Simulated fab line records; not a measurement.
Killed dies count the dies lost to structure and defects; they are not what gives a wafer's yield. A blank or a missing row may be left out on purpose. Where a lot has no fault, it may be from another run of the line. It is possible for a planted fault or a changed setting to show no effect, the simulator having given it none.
Matching of chambers + flow n5_finfet + 4 sister chambers for N5_BEOL_M1_ETCH_69 on rie_diel-03
The step etches SiARC in CF4, target depth 15.6 nm, time 26 s. 4 wafers are shown with their chamber, then 9 later ones without.

## WAFERS, EACH WITH ITS CHAMBER
| wafer  | chamber | showerhead_plenum_p_Torr (Torr) |
|--------|---------|---------------------------------|
| L087.3 | 3       | 2.07                            |
| L089.1 | 1       | 2.05                            |
| L089.3 | 2       | 2.22                            |
| L089.4 | 0       | 2.22                            |

## WAFERS WHOSE CHAMBER IS MISSING
| wafer  | showerhead_plenum_p_Torr (Torr) |
|--------|---------------------------------|
| L091.3 | 2.22                            |
| L091.4 | 2.07                            |
| L091.6 | 2.07                            |
| L095.3 | 2.21                            |
| L095.5 | 2.04                            |
| L095.6 | 2.21                            |
| L097.2 | 2.22                            |
| L097.4 | 2.04                            |
| L097.5 | 2.22                            |

## CHAMBER TAKEN BY EACH
| wafer  | from the rows above     | in truth |
|--------|-------------------------|----------|
| L091.3 | can't be placed: 0 or 2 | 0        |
| L091.4 | 3                       | 3        |
| L091.6 | 3                       | 3        |
| L095.3 | can't be placed: 0 or 2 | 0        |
| L095.5 | 1                       | 1        |
| L095.6 | can't be placed: 0 or 2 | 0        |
| L097.2 | can't be placed: 0 or 2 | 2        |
| L097.4 | 1                       | 1        |
| L097.5 | can't be placed: 0 or 2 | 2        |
Correctly placed: 4 of 9. Unplaceable from these rows: 5, with the true chamber sitting among the candidates in 5. Placed wrongly: 0.
How it was worked out, from the rows above alone: a wafer's distance from a chamber is the root of the sum, over the readings, of the square of ((its reading less the chamber's mean) divided by the reading's scatter). The wafer belongs to the nearest chamber; if the next one is less than 2 further off, it can't be placed. Each chamber's mean is taken over the wafers shown for it. The scatter: with one shown wafer a chamber, the root of the mean of the squares of how far each hidden wafer lies from its nearest shown one.
